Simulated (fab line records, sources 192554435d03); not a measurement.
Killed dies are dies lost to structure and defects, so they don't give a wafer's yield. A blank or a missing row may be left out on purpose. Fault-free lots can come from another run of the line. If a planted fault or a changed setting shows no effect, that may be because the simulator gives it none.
Lot-split experiment    flow n5-finfet    39 wafers read across 7 lots, on a route 1938 steps long

== ON THE SPLIT ==
At N5_MIM_BOT_ETCH_ETCH_00 (etches TiN in Cl2/BCl3, target depth 45.5 nm), the setting target-depth-a was moved away from the recipe's 455 angstrom on 12 of the 39 wafers read, by -55.6% to +44.2%. This setting was run at the recipe's value on the other wafers.

Reading taken at the split's own step.

== THE READING ==
MIM_BOT_ETCH.cd-offset-nm (the simulator's own value, which no gauge read), in nm, at N5_MIM_BOT_ETCH_ETCH_00 (etches TiN in Cl2/BCl3, target depth 45.5 nm). The file gives no usual value for it. Here, 27 wafers ran the recipe; their average is 0.1 nm with a standard deviation of 0.28 nm.

wafer   tool, chamber at the split  target-depth-a as run, angstrom  against the recipe  MIM_BOT_ETCH.cd-offset-nm, nm  against lot-mates on the recipe
L076.1  rie-metal-01, 0             455                              recipe              0.8                            -
L076.2  rie-metal-01, 1             614.5                            +35.1%              -0.8                           -0.9
L076.3  rie-metal-01, 1             455                              recipe              -0.2                           -
L076.4  rie-metal-01, 0             614.5                            +35.1%              -0.4                           -0.5
L076.5  rie-metal-01, 0             614.5                            +35.1%              -0.6                           -0.7
L076.6  rie-metal-01, 1             455                              recipe              -0.2                           -
L078.1  rie-metal-01, 1             655.9                            +44.2%              -1.2                           -1.3
L078.2  rie-metal-01, 0             655.9                            +44.2%              -0.6                           -0.7
L078.3  rie-metal-01, 0             455                              recipe              0.2                            -
L078.4  rie-metal-01, 1             655.9                            +44.2%              -1.4                           -1.5
L078.5  rie-metal-01, 1             455                              recipe              0                              -
L078.6  rie-metal-01, 0             455                              recipe              0.2                            -
L080.1  rie-metal-01, 1             455                              recipe              -0.2                           -
L080.2  rie-metal-01, 0             455                              recipe              0.2                            -
L080.4  rie-metal-01, 1             455                              recipe              0                              -
L081.1  rie-metal-02, 0             455                              recipe              0                              -
L081.2  rie-metal-02, 1             455                              recipe              -0.2                           -
L081.3  rie-metal-02, 1             455                              recipe              0                              -
L081.4  rie-metal-02, 0             455                              recipe              0                              -
L081.5  rie-metal-02, 1             455                              recipe              0                              -
L081.6  rie-metal-02, 0             455                              recipe              -0.2                           -
L083.1  rie-metal-03, 0             202.1                            -55.6%              1.4                            +1.5
L083.2  rie-metal-03, 1             455                              recipe              -0.2                           -
L083.3  rie-metal-03, 1             455                              recipe              0                              -
L083.4  rie-metal-03, 0             202.1                            -55.6%              1.6                            +1.7
L083.5  rie-metal-03, 0             202.1                            -55.6%              1.4                            +1.5
L083.6  rie-metal-03, 1             455                              recipe              -0.2                           -
L090.1  rie-metal-01, 0             455                              recipe              0.2                            -
L090.2  rie-metal-01, 1             604.6                            +32.9%              -0.6                           -1.1
L090.3  rie-metal-01, 0             455                              recipe              0.8                            -
L090.4  rie-metal-01, 1             604.6                            +32.9%              -1                             -1.5
L090.5  rie-metal-01, 0             455                              recipe              0.4                            -
L090.6  rie-metal-01, 1             604.6                            +32.9%              -0.6                           -1.1
L096.1  rie-metal-02, 1             455                              recipe              0                              -
L096.2  rie-metal-02, 0             455                              recipe              0.2                            -
L096.3  rie-metal-02, 0             455                              recipe              0.2                            -
L096.4  rie-metal-02, 1             455                              recipe              0.4                            -
L096.5  rie-metal-02, 1             455                              recipe              0.4                            -
L096.6  rie-metal-02, 0             455                              recipe              0.4                            -

THE FIT
A straight line over all 39 wafers: MIM_BOT_ETCH.cd-offset-nm changes by -0.0245 nm for each +1% of target-depth-a; r = -0.91; the points scatter about the line by 0.27 nm.
The same after taking each lot's own level away (the mean of its wafers on the recipe; 39 wafers): -0.0282 nm for each +1%; r = -0.94; scatter 0.24 nm.
That fit puts the effect of the largest move of target-depth-a on the reading at 1.6 nm.
Across the lots, their own levels run from -0.13 to 0.47 nm, a range of 2.1 times the standard deviation given above.
Hence the slope depends on the lot-to-lot level, as the two fits are not the same.
Check: with one of the wafers moved furthest among these (-55.6%) left out of the fit, the line predicts +1.58 nm for it against its lot-mates. It came out at +1.53 nm against them.

== OTHER SPLITS ON THESE WAFERS ==
Before the reading, these wafers also passed through other splits. Each is held against what the fit with the lots' levels taken away leaves over:
other split on the same wafers             wafers away from the commonest value  r with MIM_BOT_ETCH.cd-offset-nm (lot level and that fit taken away)
N5_BEOL_M8_DESCUM_16 time-s                9                                     -0.18
N5_BEOL_M9_CVD_78 target-thk-a             15                                    +0.10
N5_BEOL_M15_TRENCH_ETCH_34 target-depth-a  12                                    +0.11

== THE WHOLE CHAIN: every reading that the file lists as answering this split, in the file's order ==
step                     what it does                                  reading                                                                     change (the file's fit)                 r (the file's)
N5_MIM_BOT_ETCH_ETCH_00  etches TiN in Cl2/BCl3, target depth 45.5 nm  etch.depth-nm (the simulator's own value, which no gauge read)              +0.447 nm for each +1% of the setting   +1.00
N5_MIM_BOT_ETCH_ETCH_00  etches TiN in Cl2/BCl3, target depth 45.5 nm  MIM_BOT_ETCH.cd-offset-nm (the simulator's own value, which no gauge read)  -0.0282 nm for each +1% of the setting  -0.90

== THE FILE'S OWN FIT ==
MIM_BOT_ETCH.cd-offset-nm changes by -0.0282 nm for each +1% of target-depth-a, r = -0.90.
